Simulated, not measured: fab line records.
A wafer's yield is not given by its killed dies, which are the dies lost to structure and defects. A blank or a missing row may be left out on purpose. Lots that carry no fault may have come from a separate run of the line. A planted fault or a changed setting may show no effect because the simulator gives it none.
Chamber matching :: flow n5_finfet :: 3 sister chambers for N5_BEOL_M1_ALD_84 on ald_metal-04
The step deposits TaN, pulse time 2 s, purge time 3 s, co reactant purge time 2 s. 16 wafers are shown with their chamber, then 7 later ones without.

## WAFERS WITH THEIR CHAMBER
wafer: L075.3
chamber: 3
heater_power_w (W): 351
chamber_pressure_Torr (Torr): 3.000
susceptor_temp_C (C): 275.06

wafer: L075.4
chamber: 2
heater_power_w (W): 508
chamber_pressure_Torr (Torr): 3.001
susceptor_temp_C (C): 274.73

wafer: L075.6
chamber: 1
heater_power_w (W): 462
chamber_pressure_Torr (Torr): 2.995
susceptor_temp_C (C): 274.83

wafer: L081.1
chamber: 2
heater_power_w (W): 511
chamber_pressure_Torr (Torr): 3.002
susceptor_temp_C (C): 275.04

wafer: L081.4
chamber: 1
heater_power_w (W): 452
chamber_pressure_Torr (Torr): 3.000
susceptor_temp_C (C): 274.86

wafer: L081.6
chamber: 3
heater_power_w (W): 358
chamber_pressure_Torr (Torr): 2.999
susceptor_temp_C (C): 275.13

wafer: L083.2
chamber: 3
heater_power_w (W): 351
chamber_pressure_Torr (Torr): 2.997
susceptor_temp_C (C): 274.77

wafer: L083.3
chamber: 2
heater_power_w (W): 517
chamber_pressure_Torr (Torr): 2.992
susceptor_temp_C (C): 274.88

wafer: L083.4
chamber: 1
heater_power_w (W): 463
chamber_pressure_Torr (Torr): 3.006
susceptor_temp_C (C): 275.13

wafer: L084.4
chamber: 2
heater_power_w (W): 500
chamber_pressure_Torr (Torr): 2.990
susceptor_temp_C (C): 275.07

wafer: L084.5
chamber: 2
heater_power_w (W): 498
chamber_pressure_Torr (Torr): 2.991
susceptor_temp_C (C): 274.92

wafer: L084.6
chamber: 1
heater_power_w (W): 457
chamber_pressure_Torr (Torr): 3.004
susceptor_temp_C (C): 274.99

wafer: L089.1
chamber: 1
heater_power_w (W): 460
chamber_pressure_Torr (Torr): 3.001
susceptor_temp_C (C): 275.18

wafer: L089.2
chamber: 3
heater_power_w (W): 353
chamber_pressure_Torr (Torr): 2.996
susceptor_temp_C (C): 275.32

wafer: L089.6
chamber: 2
heater_power_w (W): 518
chamber_pressure_Torr (Torr): 3.002
susceptor_temp_C (C): 274.91

wafer: L091.4
chamber: 3
heater_power_w (W): 349
chamber_pressure_Torr (Torr): 3.000
susceptor_temp_C (C): 275.12

SIGNATURES (means of the wafers above)
reading: heater_power_w
chamber 1: 458.80
chamber 2: 508.67
chamber 3: 352.40
scatter within a chamber: 6.06

reading: chamber_pressure_Torr
chamber 1: 3.00120
chamber 2: 2.99633
chamber 3: 2.99840
scatter within a chamber: 0.00445

reading: susceptor_temp_C
chamber 1: 274.9980
chamber 2: 274.9250
chamber 3: 275.0800
scatter within a chamber: 0.159
Rule: a wafer lies at a distance from a chamber equal to the root of the sum of squares, over the readings, of (its reading less the chamber's mean, divided by the reading's scatter). If the next closest chamber is less than 2 further off than the closest, the wafer can't be placed; otherwise it belongs to the closest. The scatter: the root of (the sum of the squares of (reading less its chamber's mean) over the shown wafers, divided by (wafers less chambers)).

## WAFERS WITHOUT THEIR CHAMBER
wafer: L091.5
heater_power_w (W): 513
chamber_pressure_Torr (Torr): 2.997
susceptor_temp_C (C): 274.93

wafer: L091.6
heater_power_w (W): 351
chamber_pressure_Torr (Torr): 3.004
susceptor_temp_C (C): 274.79

wafer: L092.1
heater_power_w (W): 502
chamber_pressure_Torr (Torr): 3.007
susceptor_temp_C (C): 274.87

wafer: L092.3
heater_power_w (W): 362
chamber_pressure_Torr (Torr): 3.005
susceptor_temp_C (C): 275.38

wafer: L092.4
heater_power_w (W): 468
chamber_pressure_Torr (Torr): 3.000
susceptor_temp_C (C): 274.83

wafer: L096.5
heater_power_w (W): 505
chamber_pressure_Torr (Torr): 2.989
susceptor_temp_C (C): 274.93

wafer: L096.6
heater_power_w (W): 464
chamber_pressure_Torr (Torr): 3.011
susceptor_temp_C (C): 275.01

## WHICH CHAMBER EACH ONE RAN IN
wafer: L091.5
from the rows above: 2
in truth: 2

wafer: L091.6
from the rows above: 3
in truth: 3

wafer: L092.1
from the rows above: 2
in truth: 2

wafer: L092.3
from the rows above: 3
in truth: 3

wafer: L092.4
from the rows above: 1
in truth: 1

wafer: L096.5
from the rows above: 2
in truth: 2

wafer: L096.6
from the rows above: 1
in truth: 1
Correct placement for 7 of the 7. Number that these rows cannot place: 0. Wrongly placed: 0.
